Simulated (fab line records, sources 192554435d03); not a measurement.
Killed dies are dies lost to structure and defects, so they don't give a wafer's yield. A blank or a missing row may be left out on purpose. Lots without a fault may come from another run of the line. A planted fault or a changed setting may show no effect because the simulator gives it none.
Matching of chambers | flow n5 finfet | N5_BEOL_M5_ETCH_67 on rie diel-06 has 4 sister chambers
The step etches SiARC in CF4, target depth 15.6 nm, time 26 s. 24 wafers are shown with their chamber, then 12 later ones without.

## WAFERS, EACH WITH ITS CHAMBER
wafer  | chamber | drypump motor current A (A) | showerhead plenum p Torr (Torr) | oes product au (a.u.)
L076.2 | 1       | 5.91                        | 2.23                            | 0.63
L076.5 | 1       | 5.91                        | 2.23                            | 0.62
L076.6 | 0       | 5.84                        | 2.15                            | 0.63
L081.1 | 1       | 5.92                        | 2.22                            | 0.62
L081.2 | 3       | 5.80                        | 2.17                            | 0.77
L081.3 | 2       | 5.53                        | 2.12                            | 0.58
L081.4 | 0       | 5.83                        | 2.15                            | 0.62
L081.5 | 1       | 5.91                        | 2.22                            | 0.62
L081.6 | 0       | 5.82                        | 2.15                            | 0.62
L085.1 | 1       | 5.90                        | 2.22                            | 0.61
L085.2 | 3       | 5.78                        | 2.17                            | 0.75
L085.3 | 2       | 5.51                        | 2.11                            | 0.58
L085.4 | 0       | 5.84                        | 2.14                            | 0.61
L085.5 | 2       | 5.50                        | 2.11                            | 0.57
L085.6 | 1       | 5.91                        | 2.22                            | 0.61
L088.2 | 3       | 5.80                        | 2.17                            | 0.74
L088.4 | 1       | 5.89                        | 2.22                            | 0.61
L088.6 | 2       | 5.51                        | 2.11                            | 0.58
L091.1 | 3       | 5.78                        | 2.17                            | 0.74
L091.2 | 2       | 5.52                        | 2.11                            | 0.58
L091.3 | 1       | 5.88                        | 2.22                            | 0.61
L091.4 | 1       | 5.91                        | 2.22                            | 0.61
L091.5 | 3       | 5.78                        | 2.17                            | 0.74
L091.6 | 2       | 5.51                        | 2.11                            | 0.57

SIGNATURES (averages over the wafers above)
reading                  | chamber 0 | chamber 1 | chamber 2 | chamber 3 | scatter within a chamber
drypump motor current A  | 5.8325    | 5.9044    | 5.5133    | 5.7880    | 0.0112
showerhead plenum p Torr | 2.1475    | 2.2222    | 2.1117    | 2.1700    | 0.00396
oes product au           | 0.6200    | 0.6156    | 0.5767    | 0.7480    | 0.00847
Rule: for each reading, subtract the chamber's mean from the wafer's reading, divide by that reading's scatter and square the result; add these up over the readings and take the root, which gives the wafer's distance from the chamber. If the next closest chamber is less than 2 further off than the closest, the wafer can't be placed; otherwise it belongs to the closest. How the scatter is found: for the shown wafers, subtract from each reading the mean of its chamber, square and add these, divide the total by (wafers less chambers), then take the root.

## WAFERS WITHOUT THEIR CHAMBER
wafer  | drypump motor current A (A) | showerhead plenum p Torr (Torr) | oes product au (a.u.)
L094.1 | 5.51                        | 2.11                            | 0.57
L094.2 | 5.83                        | 2.14                            | 0.61
L094.3 | 5.89                        | 2.22                            | 0.60
L094.4 | 5.75                        | 2.16                            | 0.73
L094.5 | 5.91                        | 2.22                            | 0.60
L094.6 | 5.51                        | 2.11                            | 0.58
L097.1 | 5.85                        | 2.16                            | 0.72
L097.2 | 5.90                        | 2.21                            | 0.60
L097.3 | 5.51                        | 2.11                            | 0.57
L097.4 | 5.83                        | 2.14                            | 0.60
L097.5 | 5.84                        | 2.14                            | 0.61
L097.6 | 5.94                        | 2.21                            | 0.60

## THE CHAMBER EACH PASSED THROUGH
wafer  | from the rows above | in truth
L094.1 | 2                   | 2
L094.2 | 0                   | 0
L094.3 | 1                   | 1
L094.4 | 3                   | 3
L094.5 | 1                   | 1
L094.6 | 2                   | 2
L097.1 | 3                   | 3
L097.2 | 1                   | 1
L097.3 | 2                   | 2
L097.4 | 0                   | 0
L097.5 | 0                   | 0
L097.6 | 1                   | 1
Correctly placed: 12 of 12. Left unplaced by these rows: 0. Wrongly placed: 0.
